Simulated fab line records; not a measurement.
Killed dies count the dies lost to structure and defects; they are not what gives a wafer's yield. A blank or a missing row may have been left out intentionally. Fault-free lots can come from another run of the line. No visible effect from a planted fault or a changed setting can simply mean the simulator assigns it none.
Comparing a struck lot with a sound one	flow n5Finfet	16 out of 1938 route steps
Sound: wafers L614.1, L614.3, L614.6. Struck: wafers L620.3, L620.6. (L620.4 of the same lot was not struck and is left out.) The cause comes at the end.
Per side, at each step with rows, come the tool, then ch with its chambers, and then its first start. Under that, the readings that differ: sound wafers	struck wafers	difference of the means	sigmas: that difference in standard deviations of wafers without a fault.
alike: readings with means less than 2 such deviations apart, plus words and numbers identical on both sides. not compared: withheld readings, readings lacking a value on some wafer, bounds such as >300 that could conceal the same value, and numbers that have no deviation in the record and whose values overlap.
Wherever a step has rows on one side only, a row that says differs or no value, or a row with sigmas, the two part there. Numbers that have no deviation but don't overlap get no sigmas and don't part them. A reading that every wafer of one side lacks parts them only if that side has two wafers or more.

first, 4 steps without rows for these wafers: N5_PMOS_HMC_CHANNEL_EPI_SOFTBAKE_04 (time 60 s); N5_PMOS_HMC_CHANNEL_EPI_EXPOSE_06 (exposes mask PMOS HMC BLK, target cd 240 nm); N5_PMOS_HMC_CHANNEL_EPI_PEB_07 (peb time 60 s); N5_PMOS_HMC_CHANNEL_EPI_DEVELOP_08 (develop time 30 s).
N5_PMOS_HMC_CHANNEL_EPI_CD_MEAS_09: the cd target is 237.4 nm.
  sound on cdSem-01 ch 0, day 4 12:07; struck on cdSem-01 ch 0, day 6 05:10
  alike: cdNm
N5_PMOS_HMC_CHANNEL_EPI_OVL_MEAS_10:
  sound on overlay-02 ch 0, day 4 12:08; struck on overlay-02 ch 0, day 6 05:11
  alike: PMOS_HMC_BLK_OVL
N5_PMOS_HMC_CHANNEL_EPI_INSPECT_11: inspects for defects (macro).
  sound on defectInspect-02, day 4 12:10; struck on defectInspect-01, day 6 05:13
  alike: rawDefectCount
N5_PMOS_HMC_CHANNEL_EPI_DESCUM_14: chemistry O2, time 7.9 s.
  sound on rieDiel-02 ch 0,1,3, day 4 12:17; struck on rieDiel-06 ch 2,3, day 6 05:15
  alike: drypumpMotorCurrentA, oesProductAu, rfVppV, showerheadPlenumPTorr, throttleValvePct
  not compared: rfHoursCounterH
N5_PMOS_HMC_CHANNEL_EPI_ETCH_32: etches BARC in N2/H2, stops on SiO2, target depth 85.8 nm, time 50.3 s.
  sound on rieDiel-02 ch 0,1,3, day 4 12:20; struck on rieDiel-06 ch 2,3, day 6 05:17
  alike: biasW, drypumpMotorCurrentA, n2FlowSccm, oesProductAu, rfVppV, showerheadPlenumPTorr, throttleValvePct
  not compared: rfHoursCounterH
N5_PMOS_HMC_CHANNEL_EPI_HM_OPEN_15: chemistry CHF3/O2, target SiO2, target depth 40.6 nm, time 20.3 s.
  sound on rieDiel-02 ch 0,1,3, day 4 12:22; struck on rieDiel-06 ch 2,3, day 6 05:20
  alike: biasW, drypumpMotorCurrentA, oesProductAu, rfVppV, showerheadPlenumPTorr, throttleValvePct
  not compared: rfHoursCounterH
N5_PMOS_HMC_CHANNEL_EPI_STRIP_33: strips in N2/H2.
  sound on rieDiel-02 ch 0,1,3, day 4 12:26; struck on rieDiel-06 ch 2,3, day 6 05:23
  alike: drypumpMotorCurrentA, n2FlowSccm, oesProductAu, rfVppV, showerheadPlenumPTorr, throttleValvePct
  not compared: rfHoursCounterH
then, 1 step without rows for these wafers: N5_PMOS_HMC_CHANNEL_EPI_STRIP_17 (strips in SPM, time 750 s).
N5_PMOS_HMC_CHANNEL_EPI_ETCH_38: etches SiO2 in CF4, target depth 1.5 nm.
  sound on rieSi-01 ch 0,2, day 4 12:44; struck on rieSi-05 ch 1, day 6 05:41
reading	sound	struck	difference	sigmas
oesProductAu (a.u.)	0.979 0.974 0.961	0.867 0.864	-0.106	-6
model.etch.depthNm (nm)	1.517 1.497 1.5	1.128 1.12	-0.381	
  alike: biasW, cf4FlowSccm, drypumpMotorCurrentA, throttleValvePct
  not compared: rfHoursCounterH
N5_PMOS_HMC_CHANNEL_EPI_FIN_RECESS_16: chemistry HBr/Cl2, target Si, target depth 54 nm, time 18 s.
  sound on rieSi-01 ch 0,2, day 4 12:45; struck on rieSi-05 ch 1, day 6 05:43
reading	sound	struck	difference	sigmas
biasW (W)	75.02 74.68 75.01	75.21 75.51	+0.46	+2
oesProductAu (a.u.)	0.982 0.971 0.959	1.032 1.032	+0.061	+3
  alike: drypumpMotorCurrentA, throttleValvePct
  not compared: rfHoursCounterH
-- record jumps: 7 days separate the struck wafers' starts on either side; left off in module PMOS_HMC_CHANNEL_EPI, taken up again in module BEOL_M4, whose first shown step is the route's number 1111 --
N5_BEOL_M4_RC_MEAS_101:
  sound on prober-02 ch 0, day 10 17:12; struck on prober-02 ch 0, day 12 19:09
reading	sound	struck	difference	sigmas
VT_N (mV)	248.1 252.9 249.9	243.5 244.2	-6.5	-3
  alike: DIBL_N, DIBL_P, IOFF_N, IOFF_P, ION_N, ION_P, SS_N, SS_P, VT_P
-- a jump in the record: the struck wafers' starts before and after are 4 days apart (it breaks off in module BEOL_M4 and resumes in module PASSIVATION, where the first step shown is number 1936 of the route) --
N5_PASSIVATION_PROBE_49:
  sound on prober-01, day 15 05:32; struck on prober-02, day 16 23:47
reading	sound	struck	difference	sigmas
killedAtFrontEnd	55 53 57	31 21	-29	-2
  alike: defectLimitedYield, killed_at_M0_to_M3, killed_at_M4_up, killedAtContacts, killedAtOther, killedDies, killedOpen, killedShort, sort_bin_5_function, sort_bin_6_memory, sortNPass, sortYieldPct

## WHERE THEY PART
First at N5_PMOS_HMC_CHANNEL_EPI_ETCH_38; last, within this record, at N5_PASSIVATION_PROBE_49.

WHY: what had been put in by the simulator
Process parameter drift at N5_PMOS_HMC_CHANNEL_EPI_ETCH_38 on rieSi-05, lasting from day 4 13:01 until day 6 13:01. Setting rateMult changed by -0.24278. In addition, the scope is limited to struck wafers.
